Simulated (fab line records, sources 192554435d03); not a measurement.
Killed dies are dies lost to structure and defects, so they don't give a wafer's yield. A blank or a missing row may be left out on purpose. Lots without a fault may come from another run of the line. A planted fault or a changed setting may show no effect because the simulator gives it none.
Chamber matching | flow n5_finfet | N5_FIN_SAQP_ETCH_57 on rie_diel-05: 4 sister chambers
The step etches SiNx in CH3F/O2, target depth 32.5 nm, time 46.4 s. 4 wafers are shown with their chamber, then 8 later ones without.

WAFERS WITH THEIR CHAMBER
wafer  | chamber | throttle_valve_pct (%)
L084.1 | 2       | 16.94
L084.3 | 3       | 16.93
L084.4 | 0       | 16.19
L085.3 | 1       | 16.05

WAFERS WITHOUT THEIR CHAMBER
wafer  | throttle_valve_pct (%)
L085.5 | 16.18
L085.6 | 16.03
L087.2 | 16.94
L087.4 | 16.06
L087.6 | 16.05
L092.2 | 16.49
L092.5 | 16.41
L092.6 | 16.51

WHICH CHAMBER EACH WENT THROUGH
wafer  | from the rows above               | in truth
L085.5 | can't be placed: 0 or 1           | 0
L085.6 | can't be placed: 1 or 0           | 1
L087.2 | can't be placed: 2 or 3           | 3
L087.4 | can't be placed: 1 or 0           | 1
L087.6 | can't be placed: 1 or 0           | 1
L092.2 | can't be placed: 0 or 1 or 3 or 2 | 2
L092.5 | can't be placed: 0 or 1 or 3 or 2 | 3
L092.6 | can't be placed: 0 or 3 or 2 or 1 | 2
Placed correctly: 0 of 8. Can't be placed from these rows: 8 (the true chamber is among the candidates in 8). Placed wrongly: 0.
How it was worked out, from the rows above alone: a wafer's distance from a chamber is the root of the sum, over the readings, of the square of ((its reading less the chamber's mean) divided by the reading's scatter). The wafer belongs to the nearest chamber; if the next one is less than 2 further off, it can't be placed. A chamber's mean is the mean of its shown wafers. The scatter: with one shown wafer a chamber, the root of the mean of the squares of how far each hidden wafer lies from its nearest shown one.
